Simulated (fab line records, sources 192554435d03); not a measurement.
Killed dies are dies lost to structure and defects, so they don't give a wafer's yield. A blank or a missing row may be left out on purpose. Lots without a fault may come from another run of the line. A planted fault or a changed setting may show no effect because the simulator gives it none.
Which tool did it? | flow n5_finfet | 9 lots, 24 wafers sampled, at 6 steps of a route of 1938

WHAT THE GAUGES READ, wafer by wafer
N5_GATE_CUT_THK_MEAS_24. Usual: GC_FILL_THK 221.1 nm, standard deviation 2.2.
lot  | measured    | on            | GC_FILL_THK (nm)  | flag
L234 | day 4 14:19 | film_metro-01 | 224.1 225.6       |
L236 | day 5 03:03 | film_metro-02 | 222.5 217.2 224.1 |
L239 | day 5 21:10 | film_metro-01 | 221.2 221.2       |
L244 | day 7 03:23 | film_metro-02 | 222.2 216.8 224.0 |
L245 | day 7 14:34 | film_metro-02 | 218.7 215.1       |
L249 | day 8 09:24 | film_metro-02 | 220.0 213.2 223.5 |
L251 | day 8 22:26 | film_metro-02 | 222.8 220.6 224.8 |
L253 | day 9 12:35 | film_metro-01 | 220.5 221.9 224.4 |
L254 | day 9 17:26 | film_metro-01 | 220.6 223.3 220.5 |

N5_BEOL_M4_RC_MEAS_101. Usual: DIBL_N 35.8 mV/V, standard deviation 1.7; DIBL_P 35.9 mV/V, standard deviation 1.9; IOFF_N 0.151 nA/um, standard deviation 0.028; IOFF_P 0.21 nA/um, standard deviation 0.037; ION_N 673 uA/um, standard deviation 12; ION_P 463 uA/um, standard deviation 8.3; SS_N 71.4 mV/dec, standard deviation 0.59; SS_P 73.2 mV/dec, standard deviation 0.63; VT_N 250 mV, standard deviation 3.2; VT_P -250 mV, standard deviation 3.7.
lot  | measured     | on        | DIBL_N (mV/V)  | DIBL_P (mV/V)  | IOFF_N (nA/um)    | IOFF_P (nA/um) | ION_N (uA/um) | ION_P (uA/um) | SS_N (mV/dec)  | SS_P (mV/dec)  | VT_N (mV)   | VT_P (mV)      | flag
L234 | day 7 17:10  | prober-02 | 36.1 35.2      | 36.0 35.2      | 0.141 0.130       | 0.21 0.21      | 667 660       | 462 457       | 71.5 71.2      | 73.7 73.0      | 249 254     | -247 -250      |
L236 | day 7 22:12  | prober-01 | 37.0 37.4 37.3 | 36.9 37.2 36.3 | 0.171 0.197 0.185 | 0.26 0.28 0.27 | 668 688 674   | 466 476 470   | 72.2 71.6 71.8 | 74.2 74.1 74.2 | 251 245 246 | -245 -243 -243 |
L239 | day 9 03:32  | prober-01 | 37.4 37.7      | 36.9 37.7      | 0.171 0.188       | 0.26 0.28      | 687 692       | 472 475       | 71.9 71.5      | 73.9 74.0      | 249 245     | -244 -245      |
L244 | day 10 05:59 | prober-02 | 39.0 35.2 35.4 | 38.5 36.1 36.3 | 0.201 0.139 0.157 | 0.25 0.20 0.22 | 678 669 690   | 464 460 471   | 72.6 71.8 71.9 | 73.6 73.6 72.8 | 248 252 249 | -244 -250 -248 |
L245 | day 10 16:44 | prober-01 | 35.7 33.5      | 36.6 33.9      | 0.149 0.116       | 0.18 0.15      | 683 666       | 462 460       | 70.8 71.0      | 72.9 72.7      | 251 252     | -254 -259      |
L249 | day 11 13:51 | prober-01 | 36.9 37.8 36.8 | 36.0 36.6 35.3 | 0.167 0.182 0.162 | 0.20 0.21 0.20 | 669 679 684   | 456 463 469   | 71.9 71.3 71.2 | 73.1 73.6 72.6 | 250 245 248 | -252 -249 -252 |
L251 | day 11 23:42 | prober-02 | 35.3 35.5 34.6 | 36.1 36.0 34.9 | 0.131 0.128 0.117 | 0.18 0.18 0.18 | 668 655 656   | 458 453 451   | 71.2 71.2 70.8 | 72.4 73.1 72.8 | 254 254 256 | -252 -253 -255 |
L253 | day 13 04:34 | prober-01 | 37.2 35.0 37.4 | 37.6 36.0 38.0 | 0.173 0.147 0.176 | 0.25 0.22 0.26 | 663 679 680   | 463 469 468   | 72.2 71.2 71.8 | 74.2 73.3 73.6 | 250 250 249 | -246 -249 -248 |
L254 | day 12 21:56 | prober-01 | 36.2 35.3 33.4 | 35.1 34.8 32.4 | 0.164 0.142 0.119 | 0.17 0.17 0.15 | 657 652 659   | 449 449 455   | 71.5 71.8 71.1 | 72.7 73.9 72.6 | 255 252 254 | -254 -253 -254 |

WHICH TOOL RAN EACH LOT (tool, then ch and the chambers of the sampled wafers, then the start)
lot  | N5_GATE_CUT_DESCUM_18             | N5_GATE_CUT_ETCH_37               | N5_GATE_CUT_ETCH_47              | N5_GATE_CUT_ALD_22
L234 | rie_diel-05 ch 2, day 4 11:39     | rie_diel-05 ch 2, day 4 11:44     | rie_metal-01 ch 0,1, day 4 12:12 | ald_sin-04 ch 0,3, day 4 12:32
L236 | rie_diel-04 ch 0,2,3, day 5 00:08 | rie_diel-04 ch 0,2,3, day 5 00:13 | rie_metal-02 ch 0, day 5 00:50   | ald_sin-01 ch 0,1, day 5 01:16
L239 | rie_diel-04 ch 2,3, day 5 18:04   | rie_diel-04 ch 2,3, day 5 18:08   | rie_metal-02 ch 0, day 5 18:37   | ald_sin-03 ch 0,1, day 5 19:22
L244 | rie_diel-05 ch 0,2,3, day 7 00:46 | rie_diel-05 ch 0,2,3, day 7 00:50 | rie_metal-02 ch 0,1, day 7 01:18 | ald_sin-01 ch 1,2,3, day 7 01:36
L245 | rie_diel-03 ch 0,3, day 7 11:56   | rie_diel-03 ch 0,3, day 7 12:01   | rie_metal-02 ch 0,1, day 7 12:29 | ald_sin-01 ch 1,2, day 7 12:46
L249 | rie_diel-05 ch 1,2, day 8 06:46   | rie_diel-05 ch 1,2, day 8 06:51   | rie_metal-02 ch 0,1, day 8 07:19 | ald_sin-01 ch 0,1,2, day 8 07:37
L251 | rie_diel-03 ch 0,2,3, day 8 19:32 | rie_diel-03 ch 0,2,3, day 8 19:37 | rie_metal-03 ch 1, day 8 20:14   | ald_sin-04 ch 0,1,2, day 8 20:38
L253 | rie_diel-05 ch 0,1,3, day 9 09:34 | rie_diel-05 ch 0,1,3, day 9 09:39 | rie_metal-03 ch 1, day 9 10:16   | ald_sin-04 ch 0,1,2, day 9 10:48
L254 | rie_diel-05 ch 0,1, day 9 14:28   | rie_diel-05 ch 0,1, day 9 14:32   | rie_metal-01 ch 0,1, day 9 15:01 | ald_sin-01 ch 0,3, day 9 15:39
- N5_GATE_CUT_DESCUM_18: chemistry O2, time 7 s.
- N5_GATE_CUT_ETCH_37: etches SOC in N2/H2, target depth 60 nm, overetch 12 nm, time 90 s.
- N5_GATE_CUT_ETCH_47: etches SiO2 in Cl2/BCl3, target depth 10 nm.
- N5_GATE_CUT_ALD_22: deposits SiNx, target thk 16 nm, pulse time 1 s, ald cycles 320.

WHAT THE TOOLS THEMSELVES READ (means of the sampled wafers that have a number; where no wafer has one, the mark that the record gives instead)
N5_GATE_CUT_DESCUM_18. Usual: drypump_motor_current_A 5.9 A, standard deviation 0.3; o2_flow_sccm 224.9 sccm, standard deviation 0.69; oes_product_au 0.82 a.u., standard deviation 0.079; rf_vpp_V 244.0 V, standard deviation 1.3; showerhead_plenum_p_Torr 2.15 Torr, standard deviation 0.06; throttle_valve_pct 20.41 %, standard deviation 0.24.
lot  | tool        | drypump_motor_current_A (A) | o2_flow_sccm (sccm) | oes_product_au (a.u.) | rf_vpp_V (V) | showerhead_plenum_p_Torr (Torr) | throttle_valve_pct (%) | flag
L234 | rie_diel-05 | 6.3                         | 225.4               | 0.79                  | 245.4        | 2.20                            | 20.76                  |
L236 | rie_diel-04 | 5.8                         | 225.3               | 0.78                  | 243.0        | 2.11                            | 20.22                  |
L239 | rie_diel-04 | 5.8                         | 224.6               | 0.79                  | 242.3        | 2.05                            | 20.16                  |
L244 | rie_diel-05 | 6.2                         | 225.4               | 0.79                  | 244.7        | 2.19                            | 20.50                  |
L245 | rie_diel-03 | 5.5                         | 224.6               | 0.95                  | 244.5        | 2.14                            | 20.29                  |
L249 | rie_diel-05 | 6.1                         | 225.4               | 0.80                  | 243.7        | 2.17                            | 20.61                  |
L251 | rie_diel-03 | 5.5                         | 225.1               | 0.88                  | 243.7        | 2.12                            | 20.35                  |
L253 | rie_diel-05 | 6.0                         | 225.1               | 0.82                  | 244.4        | 2.16                            | 20.33                  |
L254 | rie_diel-05 | 6.0                         | 225.3               | 0.79                  | 244.2        | 2.15                            | 20.26                  |

N5_GATE_CUT_ETCH_37. Usual: drypump_motor_current_A 5.9 A, standard deviation 0.31; oes_product_au 0.73 a.u., standard deviation 0.068; rf_vpp_V 525.6 V, standard deviation 2.2; showerhead_plenum_p_Torr 2.61 Torr, standard deviation 0.072; throttle_valve_pct 17.83 %, standard deviation 0.23.
lot  | tool        | drypump_motor_current_A (A) | oes_product_au (a.u.) | rf_vpp_V (V) | showerhead_plenum_p_Torr (Torr) | throttle_valve_pct (%) | flag
L234 | rie_diel-05 | 6.4                         | 0.70                  | 528.3        | 2.67                            | 18.21                  |
L236 | rie_diel-04 | 5.8                         | 0.69                  | 523.8        | 2.55                            | 17.63                  |
L239 | rie_diel-04 | 5.8                         | 0.70                  | 522.1        | 2.50                            | 17.57                  |
L244 | rie_diel-05 | 6.2                         | 0.72                  | 526.6        | 2.67                            | 17.93                  |
L245 | rie_diel-03 | 5.5                         | 0.84                  | 525.6        | 2.60                            | 17.63                  |
L249 | rie_diel-05 | 6.1                         | 0.72                  | 526.1        | 2.63                            | 18.09                  |
L251 | rie_diel-03 | 5.5                         | 0.78                  | 524.9        | 2.59                            | 17.75                  |
L253 | rie_diel-05 | 6.0                         | 0.73                  | 525.3        | 2.63                            | 17.77                  |
L254 | rie_diel-05 | 6.0                         | 0.70                  | 526.6        | 2.62                            | 17.75                  |

N5_GATE_CUT_ETCH_47. Usual: drypump_motor_current_A 5.77 A, standard deviation 0.23; he_backside_leak_sccm 3.44 sccm, standard deviation 0.17; mfc_cl2_sccm 53.23 sccm, standard deviation 0.14; oes_product_au 0.80 a.u., standard deviation 0.096; throttle_valve_pct 22.64 %, standard deviation 0.25.
lot  | tool         | drypump_motor_current_A (A) | he_backside_leak_sccm (sccm) | mfc_cl2_sccm (sccm) | oes_product_au (a.u.) | throttle_valve_pct (%) | flag
L234 | rie_metal-01 | 5.79                        | 3.54                         | 53.27               | 0.81                  | 22.71                  |
L236 | rie_metal-02 | 5.52                        | 3.45                         | 53.20               | 0.88                  | 22.55                  |
L239 | rie_metal-02 | 5.53                        | 3.65                         | 53.36               | 0.87                  | 22.56                  |
L244 | rie_metal-02 | 5.78                        | 3.28                         | 53.35               | 0.99                  | 22.40                  |
L245 | rie_metal-02 | 5.72                        | 3.22                         | 53.09               | 1.01                  | 22.44                  |
L249 | rie_metal-02 | 5.79                        | 3.37                         | 53.25               | 0.98                  | 22.40                  |
L251 | rie_metal-03 | 6.05                        | 3.57                         | 53.13               | 0.74                  | 22.74                  |
L253 | rie_metal-03 | 6.06                        | 3.22                         | 53.32               | 0.74                  | 22.76                  |
L254 | rie_metal-01 | 5.84                        | 3.46                         | 53.38               | 0.74                  | 22.83                  |

N5_GATE_CUT_ALD_22. Usual: heater_power_w 810 W, standard deviation 92; precursor_pulse_height_rel 1.004, standard deviation 0.02.
lot  | tool       | heater_power_w (W) | precursor_pulse_height_rel | flag
L234 | ald_sin-04 | 802                | 0.994                      |
L236 | ald_sin-01 | 833                | 0.996                      |
L239 | ald_sin-03 | 967                | 1.004                      |
L244 | ald_sin-01 | 813                | 1.011                      |
L245 | ald_sin-01 | 789                | 1.005                      |
L249 | ald_sin-01 | 839                | 0.996                      |
L251 | ald_sin-04 | 767                | 1.026                      |
L253 | ald_sin-04 | 779                | 0.999                      |
L254 | ald_sin-01 | 862                | 1.005                      |

THE ANSWER, worked out from the rows above alone
Rule: a lot is off if the mean of its wafers that have a number lies more than 3 standard deviations from the usual mean. A lot without any number at a reading at which 4 lots or more have one is off too. The other lots that the step has rows for count as sound. The gauges are gone through in route order, then the tools' own readings, and for those a lot's mean is taken as printed above. The first step at which some lot is off is used, and at that step the reading that is off furthest; a lot without a number counts as furthest.
No lot is off at any reading shown: from this, nothing can be told.

WHAT THE SIMULATOR HAD PUT IN
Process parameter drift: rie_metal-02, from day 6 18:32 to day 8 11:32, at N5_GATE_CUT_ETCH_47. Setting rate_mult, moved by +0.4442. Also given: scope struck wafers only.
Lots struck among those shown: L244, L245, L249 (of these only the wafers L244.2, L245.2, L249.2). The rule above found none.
